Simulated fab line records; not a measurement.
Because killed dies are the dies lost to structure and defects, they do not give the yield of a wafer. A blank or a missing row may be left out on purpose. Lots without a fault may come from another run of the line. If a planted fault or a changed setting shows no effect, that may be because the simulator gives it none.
Chamber matching + flow n5 finfet + 4 sister chambers for N5_SD_EPI_N_ETCHBACK_44 on rie diel-03
The step etches SiNx in CH3F/O2, stops on SiO2, target depth 14.5 nm. 4 wafers are shown with their chamber, then 9 later ones without.

== WAFERS, EACH WITH ITS CHAMBER ==
| wafer  | chamber | showerhead plenum p Torr (Torr) |
|--------|---------|---------------------------------|
| L079.6 | 0       | 1.97                            |
| L085.2 | 3       | 2.00                            |
| L085.3 | 1       | 2.03                            |
| L085.5 | 2       | 1.97                            |

== WAFERS MISSING THEIR CHAMBER ==
| wafer  | showerhead plenum p Torr (Torr) |
|--------|---------------------------------|
| L088.2 | 1.97                            |
| L088.5 | 1.97                            |
| L088.6 | 2.02                            |
| L091.1 | 2.02                            |
| L091.3 | 1.97                            |
| L091.5 | 1.97                            |
| L092.1 | 2.02                            |
| L092.2 | 1.99                            |
| L092.6 | 1.96                            |

== WHICH CHAMBER EACH WENT THROUGH ==
| wafer  | from the rows above          | in truth |
|--------|------------------------------|----------|
| L088.2 | can't be placed: 0 or 2      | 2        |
| L088.5 | can't be placed: 0 or 2      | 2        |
| L088.6 | can't be placed: 1 or 3      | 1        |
| L091.1 | can't be placed: 1 or 3      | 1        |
| L091.3 | can't be placed: 0 or 2      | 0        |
| L091.5 | can't be placed: 0 or 2      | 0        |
| L092.1 | can't be placed: 1 or 3      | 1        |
| L092.2 | can't be placed: 3 or 0 or 2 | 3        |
| L092.6 | can't be placed: 0 or 2      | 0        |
0 of 9 placed correctly. Not placeable from these rows: 9 (in 9, the candidates include the true chamber). Wrongly placed: 0.
How it was worked out, from the rows above alone: a wafer's distance from a chamber is the root of the sum, over the readings, of the square of ((its reading less the chamber's mean) divided by the reading's scatter). If the next closest chamber is less than 2 further off than the closest, the wafer can't be placed; otherwise it belongs to the closest. The mean given for a chamber averages the wafers shown for that chamber. The scatter: with one shown wafer a chamber, the root of the mean of the squares of how far each hidden wafer lies from its nearest shown one.
